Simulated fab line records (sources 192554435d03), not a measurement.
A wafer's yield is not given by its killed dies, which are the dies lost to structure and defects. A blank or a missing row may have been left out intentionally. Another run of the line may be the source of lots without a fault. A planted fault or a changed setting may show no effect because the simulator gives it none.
fab line records    flow n5_finfet
[record] lots = 4  wafers = 12  last_day = 17
route steps=1938 shown MOL_CONTACT_COAG@605 BEOL_M4@1111 PASSIVATION@1936
lots that met no fault: taken from a fault-free run of the same line
start_h: the number of hours between the record's first day and the start of the first shown wafer of the lot    wait_h: how many hours have passed since the lot's step before this one    " the same as in the row above    L1.1+2: several wafers, shown together as one row    - no value present, or no start provided    * or withheld: withheld    < > ~ a bound
route shown NAME@n: NAME is a module with steps in the file, n the number in the route of the first one    usual: mean/standard deviation taken from wafers without a fault    same: alike in all rows    chamber/n: place in a boat    sites: readings site by site    _std_site: the standard deviation of these    _edge_site: inner sites' mean taken away from outer sites' mean    radius_mm: for every site, how far away it sits from the centre of the wafer    mask NAME#n: copy n    behind: tool/chamber where the wafer was last shaped    hold: why the lot was held/for how many hours/how that ended    device: transistor that didn't switch, given as n, p or np    end of line: the tests these same wafers got at the end of their route    a step with no rows: only its recipe    killed: count of dies lost to structure and defects at first sort (not the wafer's yield)    map: dies across one wafer; x = killed, . = not, _ = none there
set.NAME: setting as actually run; set.NAME@STEP: the setting as run at that earlier step    model.NAME: the simulator's own value behind a step, which no gauge read
lots seen at some steps along the route; tables by step, rows by wafer
[[steps]]
[step N5_MOL_CONTACT_COAG_DESCUM_45]
[recipe] chemistry = O2  time_s = 7  source_power_w = 50  bias_power_w = 20  pressure_mtorr = 20  rf_frequency_hz = 2.712e+07  temp_c = 40  resist = CAR-EUV  o2_flow_sccm = 225
[step N5_MOL_CONTACT_COAG_ETCH_65]
[recipe] chemistry = N2/H2  target = underlayer  target_depth_a = 130  mask_material = CAR-EUV  time_s = 10.4  ion_energy_ev = 200  pressure_mtorr = 30  source_w = 840  bias_w = 150  n2_flow_sccm = 200  h2_flow_sccm = 200  ends = cleared
[step N5_MOL_CONTACT_COAG_ETCH_66]
[recipe] chemistry = CF4  target = SiARC  target_depth_a = 130  mask_material = CAR-EUV  time_s = 21.7  ion_energy_ev = 80  pressure_mtorr = 40  source_w = 545  bias_w = 36  Ar_flow_sccm = 100  cf4_flow_sccm = 100  ends = cleared
[step N5_MOL_CONTACT_COAG_ALD_133]
[recipe] material = SiO2  target_thk_a = 50  temp_c = 100  ald_precursor_family = BDEAS  ald_co_reactant = O2-plasma  pulse_time_s = 1  co_reactant_pulse_time_s = 1  purge_time_s = 2  co_reactant_purge_time_s = 2  ald_cycles = 35  pressure_torr = 2
[step N5_MOL_CONTACT_COAG_ETCHBACK_134]
[recipe] chemistry = CHF3  target = SiO2  target_depth_a = 100  time_s = 6.7  ion_energy_ev = 200  pressure_mtorr = 30  source_w = 610  bias_w = 170  Ar_flow_sccm = 200  CHF3_flow_sccm = 50
[step N5_MOL_CONTACT_COAG_ETCH_67]
[recipe] chemistry = N2/H2  target = SOC  target_depth_a = 600  overetch_a = 210  mask_material = SiARC  temp_c = 40  time_s = 101.2  ion_energy_ev = 200  pressure_mtorr = 30  source_w = 840  bias_w = 150  n2_flow_sccm = 200  h2_flow_sccm = 200
[step N5_MOL_CONTACT_COAG_STRIP_68]
[recipe] chemistry = N2/H2  temp_c = 40  n2_flow_sccm = 200  h2_flow_sccm = 200  rf_frequency_hz = 6e+07
[step N5_MOL_CONTACT_COAG_STRIP_69]
[recipe] chemistry = N2/H2  temp_c = 40  n2_flow_sccm = 200  h2_flow_sccm = 200  rf_frequency_hz = 6e+07
[step N5_MOL_CONTACT_COAG_ETCHBACK_136]
[recipe] chemistry = CHF3  target = SiO2  target_depth_a = 250  time_s = 16.7  ion_energy_ev = 200  pressure_mtorr = 30  source_w = 610  bias_w = 170  Ar_flow_sccm = 200  CHF3_flow_sccm = 50
[step N5_MOL_CONTACT_COAG_STRIP_120]
[recipe] chemistry = CHF3  resist = SiARC  rf_frequency_hz = 6e+07
[step N5_MOL_CONTACT_COAG_VIA_ETCH_117]
[recipe] chemistry = C4F6/O2  target_depth_a = 400  overetch_a = 80  mask_material = SOC  target = SiO2  bias_w = 455  pressure_mtorr = 10  time_s = 26  source_w = 325  Ar_flow_sccm = 300  C4F6_flow_sccm = 10  O2_flow_sccm = 10  ion_energy_ev = 575.3  ends = end_point
[usual] C4F6_flow_sccm = 10.00/0.033  O2_flow_sccm = 10.000/0.029  chamber_pressure_mTorr = 10.000/0.0094  drypump_motor_current_A = 5.6/0.48  oes_o_777_au = 0.80/0.099  oes_product_au = 0.70/0.081  rf_vpp_V = 1585/30  showerhead_plenum_p_Torr = 2.86/0.11  throttle_valve_pct = 40.9/0.69
lot.wafer  tool         chamber  start_h  wait_h  C4F6_flow_sccm  O2_flow_sccm  chamber_pressure_mTorr  drypump_motor_current_A  oes_o_777_au  oes_product_au  rf_hours_counter_h  rf_vpp_V  showerhead_plenum_p_Torr  throttle_valve_pct  model.MOL_CONTACT_COAG.feature_depth_nm  model.SOC_of_MOL_CONTACT_COAG_COAT_62.thk_nm
L267.2     rie_diel-01  0        187.47   0.0     -               -             -                       -                        -             -               -                   -         -                         -                   18.6                                     57.2
L267.3     "            1        "        "       -               -             -                       -                        -             -               -                   -         -                         -                   18.4                                     57.4
L267.4     "            3        "        "       -               -             -                       -                        -             -               -                   -         -                         -                   18.4                                     57.4
L268.3     rie_diel-01  2        187.81   0.0     -               -             -                       -                        -             -               -                   -         -                         -                   18.6                                     57.2
L268.4     "            0        "        "       -               -             -                       -                        -             -               -                   -         -                         -                   18.4                                     57.2
L268.6     "            3        "        "       -               -             -                       -                        -             -               -                   -         -                         -                   18.6                                     57.4
L271.1     rie_diel-01  3        204.16   0.0     10.00           9.949         9.991                   5.8                      0.89          0.82            15                  1603      2.78                      40.0                41                                       51.6
L271.4     "            1        "        "       10.02           10.027        9.984                   5.9                      0.74          0.64            190                 1631      2.91                      40.6                40.2                                     51.4
L271.6     "            1        "        "       10.05           10.029        9.988                   5.9                      0.74          0.64            -                   1632      2.91                      40.6                40.2                                     51.4
L272.2     rie_diel-01  0        207.58   0.0     9.95            9.949         10.000                  6.0                      0.71          0.63            220                 1619      2.90                      40.5                40.6                                     51.4
L272.3     "            2        "        "       9.97            9.984         10.003                  5.6                      0.96          0.80            26                  1577      3.01                      40.8                39.8                                     51.4
L272.5     "            2        "        "       9.99            9.972         9.994                   5.6                      0.97          0.80            -                   1574      3.01                      40.8                39.6                                     51.4
[step N5_MOL_CONTACT_COAG_ETCH_124]
[recipe] chemistry = CH3F/O2  target = SiNx  target_depth_a = 65  mask_material = SOC  stop_on = SiOC  over_etch_frac = 0.3  ion_energy_ev = 120  pressure_mtorr = 30  source_w = 395  bias_w = 73  Ar_flow_sccm = 150  CH3F_flow_sccm = 30  O2_flow_sccm = 20  ends = end_point
[usual] CH3F_flow_sccm = 30.01/0.085  O2_flow_sccm = 20.00/0.055  chamber_pressure_mTorr = 29.999/0.027  drypump_motor_current_A = 5.6/0.48  oes_o_777_au = 0.79/0.1  oes_product_au = 0.67/0.078  rf_vpp_V = 297/5.9  showerhead_plenum_p_Torr = 2.01/0.078  throttle_valve_pct = 16.24/0.25
[same] over_etch_frac = 0.3
lot.wafer  tool         chamber  start_h  wait_h  CH3F_flow_sccm  O2_flow_sccm  chamber_pressure_mTorr  drypump_motor_current_A  oes_o_777_au  oes_product_au  rf_hours_counter_h  rf_vpp_V  showerhead_plenum_p_Torr  throttle_valve_pct
L267.2     rie_diel-01  0        187.50   0.0     30.10           19.95         30.025                  6.0                      0.69          0.26            214                 304       2.06                      16.39
L267.3     "            1        "        "       29.99           20.00         30.020                  5.9                      0.71          0.27            184                 306       2.06                      16.40
L267.4     "            3        "        "       29.93           20.03         29.953                  5.7                      0.92          0.35            10                  301       1.96                      15.84
L268.3     rie_diel-01  2        187.84   0.0     30.04           20.01         30.004                  5.6                      0.97          0.34            19                  296       2.13                      15.87
L268.4     "            0        "        "       30.19           19.99         29.952                  6.0                      0.69          0.26            214                 305       2.06                      16.37
L268.6     "            3        "        "       30.13           20.05         29.990                  5.7                      0.92          0.35            -                   301       1.96                      15.85
L271.1     rie_diel-01  3        204.19   0.0     30.03           20.05         29.957                  5.8                      0.91          0.77            15                  300       1.95                      15.87
L271.4     "            1        "        "       30.15           19.98         30.001                  5.9                      0.71          0.60            190                 306       2.06                      16.41
L271.6     "            1        "        "       30.09           20.03         30.022                  5.9                      0.71          0.61            -                   309       2.06                      16.43
L272.2     rie_diel-01  0        207.61   0.0     29.85           19.93         30.012                  6.0                      0.69          0.60            220                 303       2.06                      16.42
L272.3     "            2        "        "       29.98           19.97         29.991                  5.5                      0.96          0.77            26                  295       2.13                      15.90
L272.5     "            2        "        "       29.85           20.00         29.995                  5.5                      0.96          0.77            -                   294       2.13                      15.92
[step N5_MOL_CONTACT_COAG_ETCH_48]
[recipe] chemistry = C4F6/O2  target_depth_a = 150  overetch_a = 45  mask_material = SOC  target = SiOC  bias_w = 465  pressure_mtorr = 10  time_s = 17  source_w = 335  Ar_flow_sccm = 300  C4F6_flow_sccm = 10  O2_flow_sccm = 10  ion_energy_ev = 576
[usual] C4F6_flow_sccm = 10.000/0.03  O2_flow_sccm = 10.00/0.03  chamber_pressure_mTorr = 10.000/0.0094  drypump_motor_current_A = 5.6/0.48  oes_o_777_au = 0.80/0.099  oes_product_au = 0.66/0.083  rf_vpp_V = 1587/30  showerhead_plenum_p_Torr = 2.86/0.11  throttle_valve_pct = 40.4/0.65
[same] time_s = 17
lot.wafer  tool         chamber  start_h  wait_h  C4F6_flow_sccm  O2_flow_sccm  chamber_pressure_mTorr  drypump_motor_current_A  oes_o_777_au  oes_product_au  rf_hours_counter_h  rf_vpp_V  showerhead_plenum_p_Torr  throttle_valve_pct  model.SOC_of_MOL_CONTACT_COAG_COAT_62.thk_nm
L267.2     rie_diel-01  0        187.54   0.0     9.960           10.01         10.012                  6.0                      0.72          0.27            214                 1621      2.91                      40.0                51.6
L267.3     "            1        "        "       9.999           10.02         9.985                   5.9                      0.74          0.27            184                 1633      2.91                      40.0                51.8
L267.4     "            3        "        "       10.018          9.95          9.993                   5.7                      0.91          0.35            10                  1605      2.78                      39.4                51.8
L268.3     rie_diel-01  2        187.88   0.0     10.009          10.02         10.005                  5.6                      0.98          0.34            19                  1579      3.02                      40.2                51.4
L268.4     "            0        "        "       9.986           10.05         9.993                   6.0                      0.73          0.26            214                 1620      2.91                      40.0                51.6
L268.6     "            3        "        "       9.980           10.03         10.006                  5.7                      0.90          0.35            -                   1607      2.78                      39.4                51.8
L271.1     rie_diel-01  3        204.23   0.0     10.072          9.99          10.007                  5.7                      0.89          0.76            15                  1604      2.78                      39.5                46
L271.4     "            1        "        "       9.997           9.95          10.011                  5.9                      0.74          0.55            190                 1633      2.91                      40.1                45.6
L271.6     "            1        "        "       10.039          9.96          9.994                   5.9                      0.73          0.60            -                   1632      2.91                      40.1                45.8
L272.2     rie_diel-01  0        207.65   0.0     9.980           9.93          10.022                  6.0                      0.71          0.58            220                 1621      2.90                      40.1                45.8
L272.3     "            2        "        "       9.975           9.98          9.993                   5.5                      0.96          0.72            26                  1577      3.01                      40.3                45.6
L272.5     "            2        "        "       9.989           9.98          10.006                  5.5                      0.96          0.81            -                   1578      3.01                      40.4                45.6
[step N5_MOL_CONTACT_COAG_STRIP_72]
[recipe] chemistry = N2/H2  power_w = 450  temp_c = 40  pressure_mtorr = 20  rf_frequency_hz = 6e+07  overash_fraction = 3  bias_power_w = 7  h2_frac = 0.5  n2_flow_sccm = 200  h2_flow_sccm = 200
[step N5_MOL_CONTACT_COAG_STRIP_49]
[recipe] chemistry = N2/H2  time_s = 30  power_w = 1000  temp_c = 250  pressure_mtorr = withheld  n2_flow_sccm = 1750  h2_flow_sccm = 3250
[step N5_MOL_CONTACT_COAG_PRECLEAN_138]
[recipe] chemistry = alkaline_clean  temp_c = 60  time_s = 60  do_ppb = 50
[step N5_MOL_CONTACT_COAG_SRD_139]
[recipe] dry = ipa_marangoni  time_s = 30  temp_c = 23  rinse_liquid = diw
[step N5_MOL_CONTACT_COAG_CD_MEAS_101]
[recipe] target_cd_nm = 16
[usual] cd_nm = 15.9/0.45
lot.wafer  tool       chamber  start_h  wait_h  cd_nm
L267.2     cd_sem-01  -        187.84   0.0     -
L267.3     "          -        "        "       -
L267.4     "          -        "        "       -
L268.3     cd_sem-02  -        188.17   0.0     -
L268.4     "          -        "        "       -
L268.6     "          -        "        "       -
L271.1     cd_sem-01  -        204.51   0.0     16.0
L271.4     "          -        "        "       16.1
L271.6     "          -        "        "       16.6
L272.2     cd_sem-02  -        207.94   0.0     15.9
L272.3     "          -        "        "       16.3
L272.5     "          -        "        "       16.6
[step N5_MOL_CONTACT_COAG_PRE_CLEAN_121]
[recipe] gas = H2/He  time_s = *  temp_c = withheld
[step N5_BEOL_M4_RC_MEAS_101]
[usual] DIBL_N = 37.0/2.3  DIBL_P = 37.3/2.8  IOFF_N = 0.17/0.046  IOFF_P = 0.23/0.054  ION_N = 675/14  ION_P = 460/9.3  SS_N = 71.7/0.73  SS_P = 73.6/0.95  VT_N = 249/3.9  VT_P = -250/3.9
lot.wafer  tool       chamber  start_h  wait_h  DIBL_N[mV/V]  DIBL_P[mV/V]  IOFF_N[nA/um]  IOFF_P[nA/um]  ION_N[uA/um]  ION_P[uA/um]  SS_N[mV/dec]  SS_P[mV/dec]  VT_N[mV]  VT_P[mV]
L271.1     prober-02  0        286.19   0.0     34.0          33.0          0.11           0.15           656           446           70.9          72.6          256       -254
L271.4     "          0        "        "       37.0          35.2          0.14           0.18           670           451           71.3          73.5          254       -254
L271.6     "          0        "        "       34.7          32.4          0.11           0.15           649           447           71.2          72.7          256       -255
L272.2     prober-01  0        286.86   0.2     32.4          33.9          0.12           0.14           668           449           72.0          71.9          252       -257
L272.3     "          0        "        "       31.7          34.1          0.11           0.15           659           455           70.6          72.5          255       -256
L272.5     "          0        "        "       33.6          35.0          0.13           0.16           662           448           71.6          73.5          253       -254
[step N5_PASSIVATION_PROBE_49]
[usual] defect_limited_yield = 91.5/1.3  killed_at_M0_to_M3 = 36/10  killed_at_M4_up = 13/4.7  killed_at_contacts = 13/6.7  killed_at_front_end = 37/9.7  killed_at_other = 2.6/2.3  killed_dies = 101/15  killed_on_rim = 14/4.3  killed_open = 67/12  killed_short = 32/6.7  sort_bin_5_function = 5.0/0.89  sort_bin_6_memory = 3.2/0.63  sort_n_pass = 1079/16  sort_yield_pct = 91.4/1.4
[same] gross_dies = 1180  killed_at_back_side = 0  sort_bin_4_leakage[%] = 0  sort_bin_8_speed[%] = 0
lot.wafer  tool       chamber  start_h  wait_h  defect_limited_yield[%]  killed_at_M0_to_M3  killed_at_M4_up  killed_at_contacts  killed_at_front_end  killed_at_other  killed_dies  killed_on_rim  killed_open  killed_short  sort_bin_5_function[%]  sort_bin_6_memory[%]  sort_n_pass  sort_yield_pct[%]
L267.2     prober-02  -        368.38   0.1     0                        30                  7                1094                37                   12               1180         152            67           28            96.3                    3.6                   0            0
L267.3     prober-02  -        368.43   0.1     0                        40                  10               1086                38                   6                1180         152            67           32            96.9                    3.1                   0            0
L267.4     prober-02  -        368.48   0.2     0                        29                  7                1105                35                   4                1180         152            48           28            97.4                    2.5                   0            0
L268.3     prober-01  -        386.76   0.1     0                        51                  15               1066                46                   2                1180         152            96           41            95.1                    4.6                   0            0
L268.4     prober-01  -        386.81   0.2     0                        49                  7                1069                55                   0                1180         152            85           43            95.8                    3.7                   0            0
L268.6     prober-01  -        386.91   0.3     0                        37                  11               1104                27                   1                1180         152            59           26            96.4                    3.3                   0            0
L271.1     prober-02  -        397.98   0.0     91.5                     26                  8                11                  54                   1                100          15             72           25            4.2                     3.8                   1080         91.5
L271.4     prober-02  -        398.13   0.2     91.9                     35                  11               9                   39                   2                96           18             66           27            5.4                     2.2                   1084         91.9
L271.6     prober-02  -        398.23   0.3     92.1                     39                  9                12                  33                   0                93           18             68           25            4.7                     3.0                   1087         92.1
L272.2     prober-02  -        402.43   0.1     92.6                     21                  15               4                   42                   5                87           9              46           32            3.9                     2.8                   1093         92.6
L272.3     prober-02  -        402.48   0.1     93.0                     21                  16               5                   40                   1                83           10             59           23            4.1                     2.9                   1097         93.0
L272.5     prober-02  -        402.58   0.2     89.3                     38                  22               2                   64                   0                126          18             84           40            7.1                     3.2                   1054         89.3
// killed by level:class
L267.2 MOL_CONTACT_COAG:area_etch=1084 MOL_CONTACT_COAG:geometric_particle:open=9 FIN_SAQP:geometric_particle:short=7 BEOL_M3:geometric_particle:open=7 STI_FIN_REVEAL:geometric_particle:open=6 BEOL_M0_SAQP:geometric_particle:open=6 FIN_SAQP:geometric_particle:open=5 BEOL_M1:geometric_particle:open=5
L267.3 MOL_CONTACT_COAG:area_etch=1078 BEOL_M1:geometric_particle:open=11 FIN_SAQP:geometric_particle:short=8 STI_FIN_REVEAL:geometric_particle:open=8 BEOL_M3:geometric_particle:open=8 DUMMY_GATE:geometric_particle:open=7 MOL_CONTACT_COAG:geometric_particle:open=6 DUMMY_GATE:geometric_particle:short=5
L267.4 MOL_CONTACT_COAG:area_etch=1101 STI_FIN_REVEAL:geometric_particle:open=8 BEOL_M1:geometric_particle:open=8 BEOL_M2:geometric_particle:open=7 FIN_SAQP:geometric_particle:short=6 DUMMY_GATE:geometric_particle:open=6 BEOL_M0_SAQP:geometric_particle:short=6 BEOL_M0_SAQP:geometric_particle:open=5
L268.3 MOL_CONTACT_COAG:area_etch=1043 MOL_CONTACT_COAG:geometric_particle:open=21 STI_FIN_REVEAL:geometric_particle:open=14 BEOL_M0_SAQP:geometric_particle:open=13 BEOL_M0_SAQP:geometric_particle:short=9 BEOL_M2:geometric_particle:open=8 FIN_SAQP:geometric_particle:open=7 FIN_SAQP:geometric_particle:short=7
L268.4 MOL_CONTACT_COAG:area_etch=1052 BEOL_M0_SAQP:geometric_particle:open=16 BEOL_M0_SAQP:geometric_particle:short=14 STI_FIN_REVEAL:geometric_particle:open=13 FIN_SAQP:geometric_particle:short=12 FIN_SAQP:geometric_particle:open=12 MOL_CONTACT_COAG:geometric_particle:open=11 BEOL_M1:geometric_particle:open=7
L268.6 MOL_CONTACT_COAG:area_etch=1093 BEOL_M0_SAQP:geometric_particle:short=10 BEOL_M0_SAQP:geometric_particle:open=10 MOL_CONTACT_COAG:geometric_particle:open=9 STI_FIN_REVEAL:geometric_particle:open=7 BEOL_M0:geometric_particle:open=4 BEOL_M2:geometric_particle:open=4 BEOL_M3:geometric_particle:open=4
L271.1 FIN_SAQP:geometric_particle:open=24 MOL_CONTACT_COAG:geometric_particle:open=9 FIN_SAQP:geometric_particle:short=7 BEOL_M0:geometric_particle:open=6 BEOL_M1:geometric_particle:open=6 DUMMY_GATE:geometric_particle:open=5 BEOL_M0_SAQP:geometric_particle:short=5 STI_FIN_REVEAL:geometric_particle:open=4
L271.4 DUMMY_GATE:geometric_particle:open=11 MOL_CONTACT_COAG:geometric_particle:open=7 BEOL_M0_SAQP:geometric_particle:open=7 BEOL_M3:geometric_particle:open=7 FIN_SAQP:geometric_particle:open=6 BEOL_M0_SAQP:geometric_particle:short=6 BEOL_M1:geometric_particle:open=5 BEOL_M4:geometric_particle:open=5
L271.6 BEOL_M3:geometric_particle:open=10 MOL_CONTACT_COAG:geometric_particle:open=9 BEOL_M0:geometric_particle:open=8 STI_FIN_REVEAL:geometric_particle:open=7 BEOL_M1:geometric_particle:open=6 FIN_SAQP:geometric_particle:open=5 BEOL_M0_SAQP:geometric_particle:short=5 FIN_SAQP:geometric_particle:short=4
L272.2 FIN_SAQP:geometric_particle:open=9 DUMMY_GATE:geometric_particle:open=7 FIN_SAQP:geometric_particle:short=6 DUMMY_GATE:geometric_particle:short=5 HKMG_FIN:area_etch=5 BEOL_M3:geometric_particle:open=4 BEOL_M0:geometric_particle:open=3 BEOL_M0_SAQP:geometric_particle:short=3
L272.3 STI_FIN_REVEAL:geometric_particle:open=13 BEOL_M4:geometric_particle:open=9 FIN_SAQP:geometric_particle:open=5 GATE_CUT:geometric_particle:short=5 MOL_CONTACT_COAG:geometric_particle:open=4 BEOL_M1:geometric_particle:open=4 FIN_SAQP:geometric_particle:short=3 DUMMY_GATE:geometric_particle:open=3
L272.5 FIN_SAQP:geometric_particle:open=24 FIN_SAQP:geometric_particle:short=14 BEOL_M0_SAQP:geometric_particle:open=12 BEOL_M0_SAQP:geometric_particle:short=7 BEOL_M4:geometric_particle:open=7 DUMMY_GATE:geometric_particle:open=5 BEOL_M1:geometric_particle:open=5 BEOL_M2:geometric_particle:open=5
// map L267.2 (x killed, . not)
_________________xxxxxxxxxxxx________________
______________xxxxxxxxxxxxxxxxxx_____________
___________xxxxxxxxxxxxxxxxxxxxxxxx__________
__________xxxxxxxxxxxxxxxxxxxxxxxxxx_________
________xxxxxxxxxxxxxxxxxxxxxxxxxxxxxx_______
_______xxxxxxxxxxxxxxxxxxxxxxxxxxxxxxxx______
______xxxxxxxxxxxxxxxxxxxxxxxxxxxxxxxxxx_____
_____xxxxxxxxxxxxxxxxxxxxxxxxxxxxxxxxxxxx____
____xxxxxxxxxxxxxxxxxxxxxxxxxxxxxxxxxxxxxx___
___xxxxxxxxxxxxxxxxxxxxxxxxxxxxxxxxxxxxxxxx__
___xxxxxxxxxxxxxxxxxxxxxxxxxxxxxxxxxxxxxxxx__
__xxxxxxxxxxxxxxxxxxxxxxxxxxxxxxxxxxxxxxxxxx_
__xxxxxxxxxxxxxxxxxxxxxxxxxxxxxxxxxxxxxxxxxx_
_xxxxxxxxxxxxxxxxxxxxxxxxxxxxxxxxxxxxxxxxxxxx
_xxxxxxxxxxxxxxxxxxxxxxxxxxxxxxxxxxxxxxxxxxxx
_xxxxxxxxxxxxxxxxxxxxxxxxxxxxxxxxxxxxxxxxxxxx
_xxxxxxxxxxxxxxxxxxxxxxxxxxxxxxxxxxxxxxxxxxxx
_xxxxxxxxxxxxxxxxxxxxxxxxxxxxxxxxxxxxxxxxxxxx
_xxxxxxxxxxxxxxxxxxxxxxxxxxxxxxxxxxxxxxxxxxxx
_xxxxxxxxxxxxxxxxxxxxxxxxxxxxxxxxxxxxxxxxxxxx
_xxxxxxxxxxxxxxxxxxxxxxxxxxxxxxxxxxxxxxxxxxxx
__xxxxxxxxxxxxxxxxxxxxxxxxxxxxxxxxxxxxxxxxxx_
__xxxxxxxxxxxxxxxxxxxxxxxxxxxxxxxxxxxxxxxxxx_
___xxxxxxxxxxxxxxxxxxxxxxxxxxxxxxxxxxxxxxxx__
___xxxxxxxxxxxxxxxxxxxxxxxxxxxxxxxxxxxxxxxx__
____xxxxxxxxxxxxxxxxxxxxxxxxxxxxxxxxxxxxxx___
_____xxxxxxxxxxxxxxxxxxxxxxxxxxxxxxxxxxxx____
______xxxxxxxxxxxxxxxxxxxxxxxxxxxxxxxxxx_____
_______xxxxxxxxxxxxxxxxxxxxxxxxxxxxxxxx______
________xxxxxxxxxxxxxxxxxxxxxxxxxxxxxx_______
__________xxxxxxxxxxxxxxxxxxxxxxxxxx_________
___________xxxxxxxxxxxxxxxxxxxxxxxx__________
______________xxxxxxxxxxxxxxxxxx_____________
_________________xxxxxxxxxxxx________________
// map L268.3 (x killed, . not)
_________________xxxxxxxxxxxx________________
______________xxxxxxxxxxxxxxxxxx_____________
___________xxxxxxxxxxxxxxxxxxxxxxxx__________
__________xxxxxxxxxxxxxxxxxxxxxxxxxx_________
________xxxxxxxxxxxxxxxxxxxxxxxxxxxxxx_______
_______xxxxxxxxxxxxxxxxxxxxxxxxxxxxxxxx______
______xxxxxxxxxxxxxxxxxxxxxxxxxxxxxxxxxx_____
_____xxxxxxxxxxxxxxxxxxxxxxxxxxxxxxxxxxxx____
____xxxxxxxxxxxxxxxxxxxxxxxxxxxxxxxxxxxxxx___
___xxxxxxxxxxxxxxxxxxxxxxxxxxxxxxxxxxxxxxxx__
___xxxxxxxxxxxxxxxxxxxxxxxxxxxxxxxxxxxxxxxx__
__xxxxxxxxxxxxxxxxxxxxxxxxxxxxxxxxxxxxxxxxxx_
__xxxxxxxxxxxxxxxxxxxxxxxxxxxxxxxxxxxxxxxxxx_
_xxxxxxxxxxxxxxxxxxxxxxxxxxxxxxxxxxxxxxxxxxxx
_xxxxxxxxxxxxxxxxxxxxxxxxxxxxxxxxxxxxxxxxxxxx
_xxxxxxxxxxxxxxxxxxxxxxxxxxxxxxxxxxxxxxxxxxxx
_xxxxxxxxxxxxxxxxxxxxxxxxxxxxxxxxxxxxxxxxxxxx
_xxxxxxxxxxxxxxxxxxxxxxxxxxxxxxxxxxxxxxxxxxxx
_xxxxxxxxxxxxxxxxxxxxxxxxxxxxxxxxxxxxxxxxxxxx
_xxxxxxxxxxxxxxxxxxxxxxxxxxxxxxxxxxxxxxxxxxxx
_xxxxxxxxxxxxxxxxxxxxxxxxxxxxxxxxxxxxxxxxxxxx
__xxxxxxxxxxxxxxxxxxxxxxxxxxxxxxxxxxxxxxxxxx_
__xxxxxxxxxxxxxxxxxxxxxxxxxxxxxxxxxxxxxxxxxx_
___xxxxxxxxxxxxxxxxxxxxxxxxxxxxxxxxxxxxxxxx__
___xxxxxxxxxxxxxxxxxxxxxxxxxxxxxxxxxxxxxxxx__
____xxxxxxxxxxxxxxxxxxxxxxxxxxxxxxxxxxxxxx___
_____xxxxxxxxxxxxxxxxxxxxxxxxxxxxxxxxxxxx____
______xxxxxxxxxxxxxxxxxxxxxxxxxxxxxxxxxx_____
_______xxxxxxxxxxxxxxxxxxxxxxxxxxxxxxxx______
________xxxxxxxxxxxxxxxxxxxxxxxxxxxxxx_______
__________xxxxxxxxxxxxxxxxxxxxxxxxxx_________
___________xxxxxxxxxxxxxxxxxxxxxxxx__________
______________xxxxxxxxxxxxxxxxxx_____________
_________________xxxxxxxxxxxx________________
[[key]]
[first_sign] step = N5_MOL_CONTACT_COAG_VIA_ETCH_117  reading = tool_record  direction = missing
[effect] step = N5_MOL_CONTACT_COAG_ETCH_124  reading = oes_product_au  direction = down  sigmas = 4.6  usual = 0.67  struck = 0.31
[effect] step = N5_MOL_CONTACT_COAG_ETCH_48  reading = oes_product_au  direction = down  sigmas = 4.3  usual = 0.66  struck = 0.31
[effect] step = N5_MOL_CONTACT_COAG_CD_MEAS_101  reading = cd_nm  direction = missing
[effect] step = N5_PASSIVATION_PROBE_49  reading = killed_at_contacts  direction = up  sigmas = 99+  usual = 13  struck = 1087
[model_effect] step = N5_MOL_CONTACT_COAG_VIA_ETCH_117  value = MOL_CONTACT_COAG.feature_depth_nm  without = 40.67  struck = 18.5
[model_effect] step = N5_MOL_CONTACT_COAG_ETCH_48  value = SOC_of_MOL_CONTACT_COAG_COAT_62.thk_nm  without = 45.83  struck = 51.67
[more_kills_born_at] N5_MOL_CONTACT_COAG_VIA_ETCH_117@rie_diel-01 = 6451
met_at N5_MOL_CONTACT_COAG_VIA_ETCH_117
struck_wafers L267.2,L267.3,L267.4,L268.3,L268.4,L268.6
later_rows_left_out L267.2,L267.3,L267.4,L268.3,L268.4,L268.6
[fault] kind = skipped_step_whole  tool = rie_diel-01  chamber = -  onset_h = 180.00  steps = N5_MOL_CONTACT_COAG_VIA_ETCH_117  scope = struck_lots_only
// later_rows_left_out: the simulator's readings of these wafers behind a module that went badly wrong aren't trusted and aren't shown, but for the sort
